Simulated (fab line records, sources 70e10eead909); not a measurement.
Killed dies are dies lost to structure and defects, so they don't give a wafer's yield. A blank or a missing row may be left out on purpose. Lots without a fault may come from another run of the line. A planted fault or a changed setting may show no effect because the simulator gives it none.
Which tool did it? | flow nand_harc | 11 lots, 33 wafers sampled, at 5 steps of a route of 1302

WHAT THE GAUGES READ, wafer by wafer
NHARC_END_SORT_01.
lot  | measured     | on        | killed_at_array | killed_at_other | killed_at_periphery | killed_dies | killed_open | killed_short
L603 | day 24 06:23 | prober-02 | 94 83 85        | 1 1 0           | 5 1 8               | 100 85 93   | 3 5 3       | 2 2 3
L604 | day 24 20:28 | prober-01 | 61 72 63        | 3 0 2           | 5 11 3              | 69 83 68    | 1 6 2       | 1 4 2
L614 | day 28 12:01 | prober-02 | 73 670 71       | 1 0 1           | 5 7 7               | 79 677 79   | 3 2 6       | 2 1 1
L616 | day 29 16:13 | prober-02 | 29 18 26        | 1 0 0           | 3 1 1               | 33 19 27    | 5 1 3       | 4 2 0
L618 | day 31 02:07 | prober-02 | 32 42 33        | 0 1 1           | 3 6 3               | 35 49 37    | 2 5 4       | 2 3 1
L621 | day 31 12:07 | prober-01 | 63 72 70        | 0 1 0           | 9 9 5               | 72 82 75    | 8 4 4       | 2 0 0
L622 | day 33 05:52 | prober-01 | 50 64 54        | 1 2 1           | 4 4 1               | 55 70 56    | 2 6 3       | 4 1 2
L624 | day 32 21:17 | prober-01 | 46 42 49        | 2 0 0           | 3 10 6              | 51 52 55    | 1 2 3       | 5 2 2
L623 | day 33 01:43 | prober-02 | 49 43 44        | 1 0 0           | 8 4 9               | 58 47 53    | 8 2 5       | 1 1 1
L625 | day 33 12:03 | prober-02 | 35 25 39        | 0 0 0           | 8 3 4               | 43 28 43    | 3 0 2       | 2 1 2
L626 | day 34 22:08 | prober-01 | 45 44 53        | 0 0 2           | 2 1 3               | 47 45 58    | 2 6 3       | 2 1 4

WHICH TOOL RAN EACH LOT (tool, then ch and the chambers of the sampled wafers, then the start)
lot  | NHARC_A_STAIRCASE_ETCHBACK_157     | NHARC_A_SGD_CUT_ETCH_58            | NHARC_A_SGD_CUT_ETCH_15                       | NHARC_A_SGD_CUT_CMP_21
L603 | rie_diel-10 ch 0,2,3, day 19 03:50 | rie_diel-12 ch 1,2, day 19 05:46   | rie_diel-12 ch 0,1,3, day 19 11:34 or earlier | cmp-03 ch 0,1, day 19 11:34
L604 | rie_diel-01 ch 1,3, day 19 13:02   | rie_diel-13 ch 1,2, day 19 15:01   | rie_diel-13 ch 1,2,3, day 19 20:51 or earlier | cmp-04 ch 2,3, day 19 20:51
L614 | rie_diel-01 ch 1,2, day 23 08:11   | rie_diel-13 ch 0,1,3, day 23 10:01 | rie_diel-13 ch 1,2, day 23 15:44 or earlier   | cmp-03 ch 0,2,3, day 23 15:44
L616 | rie_diel-01 ch 2,3, day 24 01:18   | rie_diel-12 ch 0,1,2, day 24 03:15 | rie_diel-12 ch 0,1, day 24 12:12 or earlier   | cmp-03 ch 0,1,2, day 24 12:12
L618 | rie_diel-01 ch 0,1,2, day 25 01:36 | rie_diel-12 ch 1,3, day 25 03:34   | rie_diel-12 ch 1,2,3, day 25 12:36 or earlier | cmp-02 ch 0,2,3, day 25 12:36
L621 | rie_diel-08 ch 1,2,3, day 26 04:58 | rie_diel-09 ch 1,2,3, day 26 07:01 | rie_diel-09 ch 0,1,2, day 26 12:56 or earlier | cmp-04 ch 0,1,2, day 26 12:56
L622 | rie_diel-10 ch 1,2, day 27 05:56   | rie_diel-12 ch 0,1, day 27 07:53   | rie_diel-12 ch 1,2, day 27 13:52 or earlier   | cmp-02 ch 0,2,3, day 27 13:52
L624 | rie_diel-08 ch 0,1,2, day 27 06:06 | rie_diel-12 ch 0,1,2, day 27 08:12 | rie_diel-12 ch 0,1, day 27 13:47 or earlier   | cmp-03 ch 1,2, day 27 13:47
L623 | rie_diel-08 ch 1,2,3, day 27 06:20 | rie_diel-13 ch 2,3, day 27 08:26   | rie_diel-13 ch 1,2,3, day 27 13:50 or earlier | cmp-04 ch 0,2,3, day 27 13:50
L625 | rie_diel-01 ch 0,1,2, day 28 00:29 | rie_diel-13 ch 0,2,3, day 28 02:47 | rie_diel-13 ch 0,2,3, day 28 10:11 or earlier | cmp-04 ch 0,1,3, day 28 10:11
L626 | rie_diel-08 ch 0,2,3, day 29 00:58 | rie_diel-12 ch 0,1,2, day 29 02:55 | rie_diel-12 ch 0,1,3, day 29 11:41 or earlier | cmp-03 ch 0,1,2, day 29 11:41
- NHARC_A_STAIRCASE_ETCHBACK_157: etches the open film in CH3F/O2, target depth 90 nm, time 167.14 s.
- NHARC_A_SGD_CUT_ETCH_58: etches the open film in CF4, target depth 39 nm, time 65 s.
- NHARC_A_SGD_CUT_ETCH_15: etches the open film in CH3F/O2, target depth 75 nm, time 64.3 s.
- NHARC_A_SGD_CUT_CMP_21: polishes, target thk 148.19 nm.

WHAT THE TOOLS THEMSELVES READ (means of the sampled wafers that have a number; where no wafer has one, the mark that the record gives instead)
NHARC_A_STAIRCASE_ETCHBACK_157.
lot  | tool        | drypump_motor_current_A (A) | oes_product_au (a.u.) | rf_vpp_V (V) | showerhead_plenum_p_Torr (Torr) | throttle_valve_pct (%)
L603 | rie_diel-10 | 5.68                        | 1.00                  | 244.6        | 2.45                            | 20.668
L604 | rie_diel-01 | 5.81                        | 0.92                  | 243.6        | 2.38                            | 20.655
L614 | rie_diel-01 | 6.11                        | 0.93                  | 243.0        | 2.35                            | 20.655
L616 | rie_diel-01 | 5.81                        | 0.93                  | 242.6        | 2.34                            | 20.659
L618 | rie_diel-01 | 5.91                        | 1.00                  | 242.5        | 2.37                            | 20.665
L621 | rie_diel-08 | 5.73                        | 0.98                  | 243.8        | 2.43                            | 20.667
L622 | rie_diel-10 | 5.47                        | 0.99                  | 245.5        | 2.57                            | 20.664
L624 | rie_diel-08 | 5.71                        | 0.96                  | 244.8        | 2.52                            | 20.664
L623 | rie_diel-08 | 5.76                        | 1.00                  | 244.6        | 2.43                            | 20.671
L625 | rie_diel-01 | 5.90                        | 0.94                  | 243.5        | 2.36                            | 20.662
L626 | rie_diel-08 | 5.83                        | 0.92                  | 244.3        | 2.44                            | 20.670

NHARC_A_SGD_CUT_ETCH_58.
lot  | tool        | drypump_motor_current_A (A) | oes_product_au (a.u.) | rf_vpp_V (V) | run_length_s (s) | showerhead_plenum_p_Torr (Torr) | throttle_valve_pct (%)
L603 | rie_diel-12 | 5.4                         | 0.980                 | 152.9        | 86.8             | 1.86                            | 13.283
L604 | rie_diel-13 | 5.7                         | 1.005                 | 151.0        | 86.9             | 1.75                            | 13.288
L614 | rie_diel-13 | 5.9                         | 1.015                 | 150.6        | 74.4             | 1.71                            | 13.289
L616 | rie_diel-12 | 5.7                         | 0.999                 | 151.9        | 86.6             | 1.79                            | 13.288
L618 | rie_diel-12 | 5.7                         | 0.985                 | 150.7        | 86.6             | 1.75                            | 13.275
L621 | rie_diel-09 | 5.3                         | 1.006                 | 151.3        | 85.9             | 1.72                            | 13.285
L622 | rie_diel-12 | 5.5                         | 1.001                 | 151.2        | 86.4             | 1.73                            | 13.279
L624 | rie_diel-12 | 5.6                         | 0.992                 | 151.1        | 86.4             | 1.79                            | 13.283
L623 | rie_diel-13 | 5.3                         | 0.995                 | 151.4        | 86.5             | 1.80                            | 13.280
L625 | rie_diel-13 | 5.5                         | 0.997                 | 150.7        | 86.4             | 1.75                            | 13.282
L626 | rie_diel-12 | 5.6                         | 0.993                 | 151.9        | 86.4             | 1.79                            | 13.275

NHARC_A_SGD_CUT_ETCH_15.
lot  | tool        | drypump_motor_current_A (A) | oes_product_au (a.u.) | rf_vpp_V (V) | run_length_s (s) | showerhead_plenum_p_Torr (Torr) | throttle_valve_pct (%)
L603 | rie_diel-12 | 5.7                         | 0.968                 | 263.6        | 85.6             | 2.42                            | 20.660
L604 | rie_diel-13 | 5.7                         | 0.956                 | 262.8        | 86.0             | 2.44                            | 20.662
L614 | rie_diel-13 | 6.1                         | 0.984                 | 262.7        | 86.0             | 2.37                            | 20.669
L616 | rie_diel-12 | 5.4                         | 0.943                 | 264.1        | 85.8             | 2.52                            | 20.664
L618 | rie_diel-12 | 5.7                         | 0.945                 | 264.8        | 86.1             | 2.49                            | 20.666
L621 | rie_diel-09 | 5.6                         | 0.953                 | 264.5        | 85.5             | 2.48                            | 20.665
L622 | rie_diel-12 | 5.5                         | 0.952                 | 265.9        | 85.9             | 2.59                            | 20.664
L624 | rie_diel-12 | 5.3                         | 0.940                 | 264.3        | 85.9             | 2.51                            | 20.656
L623 | rie_diel-13 | 5.7                         | 0.972                 | 263.0        | 85.7             | 2.43                            | 20.668
L625 | rie_diel-13 | 5.5                         | 0.926                 | 263.6        | 85.8             | 2.43                            | 20.664
L626 | rie_diel-12 | 5.7                         | 0.962                 | 264.2        | 85.9             | 2.42                            | 20.665

NHARC_A_SGD_CUT_CMP_21.
lot  | tool   | motor_current_A (A) | slurry_flow_ml_min | time_to_endpoint_s (s)
L603 | cmp-03 | 13.0                | 150.0              | 51.8
L604 | cmp-04 | 12.1                | 150.7              | 52.4
L614 | cmp-03 | 12.5                | 150.1              | 50.8
L616 | cmp-03 | 12.8                | 150.1              | 52.8
L618 | cmp-02 | 12.9                | 149.8              | 55.0
L621 | cmp-04 | 12.0                | 149.9              | 49.3
L622 | cmp-02 | 13.1                | 150.1              | 51.6
L624 | cmp-03 | 11.8                | 149.8              | 47.9
L623 | cmp-04 | 11.4                | 150.3              | 48.3
L625 | cmp-04 | 11.4                | 150.1              | 50.5
L626 | cmp-03 | 12.7                | 150.2              | 52.7

THE ANSWER, worked out from the rows above alone
Rule: what is usual is taken from the lots themselves. Put in order of their means at a reading, lots are off if they are a third of the lots or fewer, leave a main group of 4 or more, and stand apart from it by a gap of 3 or more times the standard deviation of the main group's means; of several such gaps the widest counts. A main group whose means are all the same, to the digits that the tables above print for the reading, isn't used. A lot without any number at a reading at which 4 lots or more have one is off too. The other lots that the step has rows for count as sound. The gauges are gone through in route order, then the tools' own readings, and for those a lot's mean is taken as printed above. The first step at which some lot is off is used, and at that step the reading that is off furthest; a lot without a number counts as furthest.
Off: L614, at NHARC_END_SORT_01 (killed_at_array). The main group: mean 51, standard deviation 18.
A tool fits if, at a process step before that reading, it ran every lot that is off, and no sound lot after the first of them. The gauges at NHARC_END_SORT_01 aren't tried: what is off there is off at NHARC_A_SGD_CUT_ETCH_58 too, on other tools, and a gauge's error can't cause that. NHARC_A_SGD_CUT_ETCH_15 gives no start for some lots, so the hours and the order of its lots are those of NHARC_A_SGD_CUT_CMP_21. None of those tried fits.

WHAT THE SIMULATOR HAD PUT IN
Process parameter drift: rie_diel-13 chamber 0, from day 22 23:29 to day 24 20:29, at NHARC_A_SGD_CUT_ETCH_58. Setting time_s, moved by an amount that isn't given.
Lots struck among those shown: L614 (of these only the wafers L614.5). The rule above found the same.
